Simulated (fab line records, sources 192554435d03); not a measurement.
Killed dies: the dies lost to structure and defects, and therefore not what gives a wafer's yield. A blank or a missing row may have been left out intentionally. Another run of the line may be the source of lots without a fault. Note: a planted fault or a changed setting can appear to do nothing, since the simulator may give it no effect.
fab line records	flow n5_finfet
record lots=5	wafers=14	last_day=17
route steps=1938 shown MOL_CONTACT_COAG@576 BEOL_M4@1111
lots that met no fault: taken from a fault-free run of the same line
start_h: the number of hours between the record's first day and the start of the first shown wafer of the lot	wait_h: how many hours have passed since the lot's step before this one	" unchanged from the row above	L1.1+2: several wafers, shown together as one row	- either no value or no given start	* or withheld: withheld	< > ~ a bound
route shown NAME@n: a module of which the file shows steps, and the number in the route of the first	usual: mean/standard deviation taken from wafers without a fault	same: alike in all rows	chamber/n: place in a boat	sites: each site's reading	_std_site: standard deviation of those values	_edge_site: outer sites' mean less inner sites'	radius_mm: for every site, how far away it sits from the centre of the wafer	mask NAME#n: copy n	behind: the last tool/chamber to shape the wafer	hold: what put the lot on hold/how long, in hours/how the hold closed	device: the transistor (n, p or np) that didn't switch	end of line: the tests these same wafers got at the end of their route	step lacking rows: just its recipe	killed: dies that structure and defects cost at the first sort, which is not the same as the wafer's yield	map: dies across one wafer; x = killed, . = not, _ = none there
set.NAME: setting as actually run; set.NAME@STEP: the setting as run at that earlier step	model.NAME: the simulator's own value behind a step, which no gauge read
certain route steps with their lots: each step a table, each wafer a row
services: from which hour (start_h, from the record's first day; less than 0 if before it) a tool's chamber was out of use, for how many hours, and why
## steps
# step N5_MOL_CONTACT_COAG_DESCUM_88
# recipe chemistry=O2	time_s=7	source_power_w=50	bias_power_w=20	pressure_mtorr=20	rf_frequency_hz=2.712e+07	temp_c=40	resist=CAR-EUV	o2_flow_sccm=225
# usual drypump_motor_current_A=5.6/0.43	oes_product_au=0.82/0.087	rf_fwd_power_W=49.41/0.29	rf_vpp_V=243.4/1.5	showerhead_plenum_p_Torr=2.11/0.077	throttle_valve_pct=20.42/0.26
lot.wafer	tool	chamber	start_h	wait_h	drypump_motor_current_A	oes_product_au	rf_fwd_power_W	rf_hours_counter_h	rf_vpp_V	showerhead_plenum_p_Torr	throttle_valve_pct
L746.3	rie_diel-05	0	118.26	0.0	5.5	0.90	49.49	20	243.5	2.04	20.10
L746.4	"	3	"	"	4.9	0.96	49.59	-	245.2	2.23	20.20
L746.6	"	2	"	"	5.6	0.89	49.27	-	243.4	2.03	20.51
L753.1	rie_diel-06	1	161.60	0.0	6.3	0.88	49.70	36	244.8	2.23	20.54
L753.3	"	3	"	"	5.7	0.70	49.57	230	243.4	2.16	20.89
L761.3	rie_diel-06	1	208.03	0.0	6.3	0.86	49.70	50	245.4	2.23	20.56
L761.5	"	0	"	"	4.8	0.84	49.62	-	245.9	2.21	20.59
L761.6	"	1	"	"	6.3	0.86	49.84	-	245.4	2.23	20.55
L764.1	rie_diel-05	1	225.22	0.0	6.1	0.88	49.11	34	244.6	2.14	20.16
L764.2	"	0	"	"	5.5	0.85	49.83	54	241.5	2.03	20.14
L764.5	"	2	"	"	5.7	0.84	49.42	-	242.3	2.02	20.60
L765.2	rie_diel-01	1	237.51	0.1	5.6	0.69	49.65	244	241.3	2.06	20.60
L765.3	"	0	"	"	6.2	0.68	49.32	246	242.6	2.06	20.84
L765.6	"	2	"	"	5.3	0.76	49.23	-	242.5	2.02	20.31
# step N5_MOL_CONTACT_COAG_ETCH_89
# recipe chemistry=N2/H2	target=underlayer	target_depth_a=130	mask_material=CAR-EUV	time_s=10.4	ion_energy_ev=200	pressure_mtorr=30	source_w=840	bias_w=150	n2_flow_sccm=200	h2_flow_sccm=200	ends=cleared
# usual drypump_motor_current_A=5.6/0.43	etch_rf_on_time_s=10.34/0.17	oes_product_au=0.70/0.074	rf_fwd_power_W=819.0/2.6	rf_vpp_V=524.5/2.6	showerhead_plenum_p_Torr=2.56/0.091	throttle_valve_pct=17.82/0.25
lot.wafer	tool	chamber	start_h	wait_h	drypump_motor_current_A	etch_rf_on_time_s	oes_product_au	rf_fwd_power_W	rf_hours_counter_h	rf_vpp_V	showerhead_plenum_p_Torr	throttle_valve_pct
L746.3	rie_diel-05	0	118.30	0.0	5.5	10.43	0.76	820.8	20	522.4	2.49	17.52
L746.4	"	3	"	"	5.0	10.25	0.81	821.9	-	528.8	2.71	17.52
L746.6	"	2	"	"	5.7	9.99	0.77	816.3	-	521.2	2.48	17.97
L753.1	rie_diel-06	1	161.64	0.0	6.2	10.25	0.75	817.8	36	527.4	2.71	17.93
L753.3	"	3	"	"	5.7	10.46	0.59	814.5	230	524.8	2.61	18.20
L761.3	rie_diel-06	1	208.07	0.0	6.3	10.36	0.74	818.4	50	528.5	2.70	17.97
L761.5	"	0	"	"	4.8	10.18	0.72	817.1	-	528.4	2.68	17.89
L761.6	"	1	"	"	6.3	10.41	0.74	817.8	-	528.2	2.70	17.96
L764.1	rie_diel-05	1	225.26	0.0	6.1	10.20	0.76	823.9	34	524.7	2.58	17.58
L764.2	"	0	"	"	5.5	10.50	0.71	817.9	54	521.4	2.47	17.59
L764.5	"	2	"	"	5.6	10.06	0.73	819.5	-	522.6	2.46	18.04
L765.2	rie_diel-01	1	237.54	0.0	5.6	10.37	0.59	818.8	244	522.6	2.50	18.03
L765.3	"	0	"	"	6.2	10.56	0.58	820.5	246	523.0	2.51	18.33
L765.6	"	2	"	"	5.3	10.28	0.66	817.6	-	520.3	2.44	17.80
# step N5_MOL_CONTACT_COAG_ETCH_90
# recipe chemistry=CF4	target=SiARC	target_depth_a=130	mask_material=CAR-EUV	time_s=21.7	ion_energy_ev=80	pressure_mtorr=40	source_w=545	bias_w=36	Ar_flow_sccm=100	cf4_flow_sccm=100	ends=cleared
# step N5_MOL_CONTACT_COAG_ALD_131
# recipe material=SiO2	target_thk_a=50	temp_c=100	ald_precursor_family=BDEAS	ald_co_reactant=O2-plasma	pulse_time_s=1	co_reactant_pulse_time_s=1	purge_time_s=2	co_reactant_purge_time_s=2	ald_cycles=35	pressure_torr=2
# step N5_MOL_CONTACT_COAG_ETCHBACK_132
# recipe chemistry=CHF3	target=SiO2	target_depth_a=100	time_s=6.7	ion_energy_ev=200	pressure_mtorr=30	source_w=610	bias_w=170	Ar_flow_sccm=200	CHF3_flow_sccm=50
# step N5_MOL_CONTACT_COAG_ETCH_91
# recipe chemistry=N2/H2	target=SOC	target_depth_a=600	overetch_a=210	mask_material=SiARC	temp_c=40	time_s=101.2	ion_energy_ev=200	pressure_mtorr=30	source_w=840	bias_w=150	n2_flow_sccm=200	h2_flow_sccm=200
# usual drypump_motor_current_A=5.6/0.48	oes_product_au=0.67/0.07	rf_fwd_power_W=835/3.2	rf_vpp_V=525.0/2.7	showerhead_plenum_p_Torr=2.58/0.092	throttle_valve_pct=17.87/0.24
lot.wafer	tool	chamber	start_h	wait_h	drypump_motor_current_A	oes_product_au	rf_fwd_power_W	rf_hours_counter_h	rf_vpp_V	showerhead_plenum_p_Torr	throttle_valve_pct
L746.3	rie_diel-01	1	118.61	0.0	5.7	0.60	833	204	523.8	2.51	17.90
L746.4	"	0	"	"	6.2	0.60	834	205	523.5	2.53	18.23
L746.6	"	3	"	"	5.4	0.70	834	-	521.2	2.47	17.50
L753.1	rie_diel-06	3	161.95	0.0	5.7	0.57	835	231	524.8	2.61	18.18
L753.3	"	1	"	"	6.3	0.74	836	36	528.9	2.71	17.91
L761.3	rie_diel-01	0	209.81	0.0	6.2	0.58	837	236	522.8	2.52	18.28
L761.5	"	0	"	"	6.2	0.59	838	-	521.9	2.52	18.27
L761.6	"	3	"	"	5.4	0.67	834	-	521.9	2.46	17.56
L764.1	rie_diel-05	3	225.57	0.0	4.9	0.71	835	44	527.2	2.69	17.54
L764.2	"	0	"	"	5.5	0.71	836	54	522.0	2.47	17.56
L764.5	"	3	"	"	5.0	0.71	833	-	529.1	2.69	17.55
L765.2	rie_diel-06	1	237.90	0.0	6.3	0.70	839	62	527.9	2.69	17.96
L765.3	"	0	"	"	4.8	0.70	837	83	527.2	2.67	17.87
L765.6	"	2	"	"	5.8	0.59	830	-	524.5	2.51	18.03
# step N5_MOL_CONTACT_COAG_STRIP_92
# recipe chemistry=N2/H2	temp_c=40	n2_flow_sccm=200	h2_flow_sccm=200	rf_frequency_hz=6e+07
# step N5_MOL_CONTACT_COAG_STRIP_93
# recipe chemistry=N2/H2	temp_c=40	n2_flow_sccm=200	h2_flow_sccm=200	rf_frequency_hz=6e+07
# step N5_MOL_CONTACT_COAG_ETCHBACK_135
# recipe chemistry=CHF3	target=SiO2	target_depth_a=250	time_s=16.7	ion_energy_ev=200	pressure_mtorr=30	source_w=610	bias_w=170	Ar_flow_sccm=200	CHF3_flow_sccm=50
# step N5_MOL_CONTACT_COAG_STRIP_118
# recipe chemistry=CHF3	resist=SiARC	rf_frequency_hz=6e+07
# step N5_MOL_CONTACT_COAG_VIA_ETCH_46
# recipe chemistry=C4F6/O2	target_depth_a=460	overetch_a=92	mask_material=SOC	target=SiO2	bias_w=455	pressure_mtorr=10	time_s=40	source_w=325	Ar_flow_sccm=300	C4F6_flow_sccm=10	O2_flow_sccm=10	ion_energy_ev=575.3	ends=end_point
# step N5_MOL_CONTACT_COAG_STRIP_96
# recipe chemistry=N2/H2	power_w=500	temp_c=40	pressure_mtorr=50	rf_frequency_hz=6e+07	overash_fraction=0.3	bias_power_w=28	h2_frac=0.5	n2_flow_sccm=300	h2_flow_sccm=300
# usual drypump_motor_current_A=5.6/0.48	oes_product_au=0.80/0.089	rf_vpp_V=122.1/1.3	showerhead_plenum_p_Torr=3.41/0.12	throttle_valve_pct=18.94/0.27
lot.wafer	tool	chamber	start_h	wait_h	drypump_motor_current_A	oes_product_au	rf_hours_counter_h	rf_vpp_V	showerhead_plenum_p_Torr	throttle_valve_pct
L746.3	rie_diel-01	1	118.80	0.0	5.7	0.71	204	121.2	3.32	19.06
L746.4	"	0	"	"	6.2	0.71	205	121.9	3.34	19.30
L746.6	"	3	"	"	5.4	0.82	-	119.9	3.26	18.85
L753.1	rie_diel-06	3	162.14	0.0	5.7	0.69	231	120.9	3.45	19.12
L753.3	"	1	"	"	6.3	0.87	36	121.7	3.56	19.19
L761.3	rie_diel-01	0	210.00	0.0	6.2	0.69	236	121.8	3.33	19.31
L761.5	"	0	"	"	6.2	0.68	-	123.0	3.32	19.34
L761.6	"	3	"	"	5.4	0.79	-	118.9	3.25	18.90
L764.1	rie_diel-05	3	225.76	0.0	5.0	0.86	44	123.4	3.55	18.30
L764.2	"	0	"	"	5.5	0.84	54	121.5	3.27	18.68
L764.5	"	3	"	"	5.0	0.86	-	122.2	3.55	18.31
L765.2	rie_diel-06	1	238.09	0.0	6.2	0.84	62	124.4	3.55	19.22
L765.3	"	0	"	"	4.8	0.82	83	124.0	3.52	18.74
L765.6	"	2	"	"	5.8	0.70	-	121.9	3.32	19.02
# step N5_MOL_CONTACT_COAG_ETCH_47
# recipe chemistry=CH3F/O2	target=SiNx	target_depth_a=270	mask_material=SiO2	stop_on=W	over_etch_frac=0.2	ion_energy_ev=120	endpoint=OES-CN	pressure_mtorr=30	source_w=395	bias_w=73	Ar_flow_sccm=150	CH3F_flow_sccm=30	O2_flow_sccm=20	ends=end_point
# usual drypump_motor_current_A=5.6/0.48	etch_rf_on_time_s=31.2/0.48	oes_product_au=0.72/0.079	over_etch_frac=0.2/0	rf_fwd_power_W=387.4/2	rf_vpp_V=296.3/2.4	showerhead_plenum_p_Torr=2.03/0.073	throttle_valve_pct=16.42/0.26
lot.wafer	tool	chamber	start_h	wait_h	drypump_motor_current_A	etch_rf_on_time_s	oes_product_au	over_etch_frac	rf_fwd_power_W	rf_hours_counter_h	rf_vpp_V	showerhead_plenum_p_Torr	throttle_valve_pct	model.etch.over_etch_s
L746.3	rie_diel-01	1	118.84	0.0	5.6	31.9	0.62	0.2	389.3	204	296.3	1.99	16.50	5.314
L746.4	"	0	"	"	6.2	32.1	0.63	0.2	385.2	205	294.3	1.99	16.76	5.343
L746.6	"	3	"	"	5.4	31.5	0.74	0.2	385.1	-	298.6	1.94	15.95	5.252
L753.1	rie_diel-06	3	162.18	0.0	5.7	31.6	0.61	0.2	386.8	231	298.7	2.06	16.80	5.273
L753.3	"	1	"	"	6.2	30.8	0.79	0.19218	388.8	36	291.9	2.13	16.40	4.968
L761.3	rie_diel-01	0	210.04	0.0	6.2	31.6	0.62	0.2	385.7	236	295.5	1.98	16.81	5.265
L761.5	"	0	"	"	6.1	31.8	0.61	0.2	385.1	-	294.6	1.98	16.83	5.291
L761.6	"	3	"	"	5.3	31.4	0.70	0.2	384.4	-	297.6	1.93	16.01	5.229
L764.1	rie_diel-05	3	225.80	0.0	5.0	30.4	0.77	0.2	388.6	44	302.2	2.12	16.20	5.069
L764.2	"	0	"	"	5.5	31.3	0.75	0.2	390.0	54	296.4	1.95	16.10	5.211
L764.5	"	3	"	"	5.0	30.4	0.77	0.2	386.8	-	302.5	2.12	16.22	5.071
L765.2	rie_diel-06	1	238.13	0.0	6.3	31.1	0.75	0.2	392.1	62	293.6	2.12	16.44	5.186
L765.3	"	0	"	"	4.8	31.0	0.74	0.2	387.9	83	297.3	2.10	16.50	5.169
L765.6	"	2	"	"	5.8	31.7	0.62	0.2	384.7	-	295.3	1.97	16.63	5.284
# step N5_MOL_CONTACT_COAG_STRIP_119
# recipe chemistry=N2/H2	time_s=30	power_w=1000	temp_c=250	pressure_mtorr=withheld	n2_flow_sccm=1750	h2_flow_sccm=3250
# usual drypump_motor_current_A=5.5/0.48	heater_power_w=322/62
lot.wafer	tool	chamber	start_h	wait_h	drypump_motor_current_A	heater_power_w	rf_hours_counter_h
L746.3	plasma_asher-02	1	118.94	0.1	6.0	229	-
L746.4	"	0	"	"	5.7	365	-
L746.6	"	0	"	"	5.7	385	-
L753.1	plasma_asher-02	1	162.26	0.1	6.0	232	105
L753.3	"	0	"	"	5.7	377	-
L761.3	plasma_asher-02	1	210.14	0.1	6.0	229	-
L761.5	"	1	"	"	6.0	234	-
L761.6	"	0	"	"	5.7	377	-
L764.1	plasma_asher-01	1	225.88	0.1	4.7	381	61
L764.2	"	0	"	"	5.1	326	61
L764.5	"	1	"	"	4.7	372	-
L765.2	plasma_asher-01	0	238.44	0.3	5.1	326	66
L765.3	"	1	"	"	4.7	376	-
L765.6	"	1	"	"	4.7	377	-
# step N5_BEOL_M4_RC_MEAS_101
# usual DIBL_N=35.7/1.3	DIBL_P=35.4/1.8	IOFF_N=0.152/0.027	IOFF_P=0.20/0.034	ION_N=672/9.8	ION_P=461/7.5	SS_N=71.4/0.55	SS_P=73.1/0.61	VT_N=251/3.3	VT_P=-251/3.6
lot.wafer	tool	chamber	start_h	wait_h	DIBL_N[mV/V]	DIBL_P[mV/V]	IOFF_N[nA/um]	IOFF_P[nA/um]	ION_N[uA/um]	ION_P[uA/um]	SS_N[mV/dec]	SS_P[mV/dec]	VT_N[mV]	VT_P[mV]
L746.3	prober-02	0	181.50	0.3	34.6	36.3	0.165	0.19	682	464	71.3	73.0	250	-252
L746.4	"	0	"	"	36.9	37.7	0.190	0.20	680	456	72.2	73.9	249	-251
L746.6	"	0	"	"	34.4	35.2	0.150	0.17	677	456	71.4	72.6	251	-254
L753.1	prober-02	0	227.18	0.0	34.9	35.1	0.131	0.21	669	466	71.2	72.8	254	-249
L753.3	"	0	"	"	35.9	35.8	0.152	0.23	679	469	71.6	73.3	249	-249
L761.3	prober-02	0	280.97	0.3	36.0	35.6	0.147	0.22	670	469	70.9	72.6	251	-246
L761.5	"	0	"	"	35.9	35.6	0.153	0.23	679	468	71.2	74.3	247	-249
L761.6	"	0	"	"	37.2	36.6	0.167	0.25	683	472	72.2	73.5	251	-245
L764.1	prober-02	0	285.90	0.0	34.2	33.3	0.111	0.15	661	458	70.7	72.3	254	-257
L764.2	"	0	"	"	37.3	37.7	0.176	0.22	694	473	71.7	73.1	249	-250
L764.5	"	0	"	"	34.7	34.4	0.131	0.17	674	463	70.3	72.6	251	-252
L765.2	prober-01	0	308.32	0.2	36.9	37.5	0.164	0.22	682	465	71.1	73.7	249	-254
L765.3	"	0	"	"	35.3	35.2	0.132	0.17	670	456	70.9	73.0	252	-253
L765.6	"	0	"	"	36.3	36.8	0.148	0.20	674	459	71.1	73.7	252	-251
## services
tool	chamber	start_h	hours	kind
plasma_asher-02	-	97.39	8.7	pm
rie_diel-05	1	106.24	-	clean
rie_diel-05	1	106.24	-	consumable_replace:focus_ring
rie_diel-05	1	106.24	21.1	scheduled_down
rie_diel-05	1	106.24	21.1	vent_cycle
plasma_asher-02	-	111.70	0.6	repair
rie_diel-06	0	149.96	9.6	repair
rie_diel-06	-	186.01	2.8	pm
rie_diel-06	2	193.07	5.0	repair
rie_diel-06	3	217.63	-	clean
rie_diel-06	3	217.63	-	consumable_replace:focus_ring
rie_diel-06	3	217.63	24.0	scheduled_down
rie_diel-06	3	217.63	24.0	vent_cycle
plasma_asher-02	-	227.36	28.1	pm
## key
first_sign step=N5_MOL_CONTACT_COAG_ETCH_47	reading=over_etch_frac	direction=down	sigmas=99+	usual=0.2	struck=0.19218
effect none on later readings
model_effect step=N5_MOL_CONTACT_COAG_ETCH_47	value=etch.over_etch_s	without=5.17	struck=4.968
met_at N5_MOL_CONTACT_COAG_ETCH_47
struck_wafers L753.3
fault kind=process_parameter_drift	tool=rie_diel-06	chamber=-	onset_h=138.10	steps=N5_MOL_CONTACT_COAG_ETCH_47	channel=over_etch_frac	offset=-0.0078162	shape=step	end_h=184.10	scope=struck_wafers_only	acts_in=these_recipes_only	stated=0.2
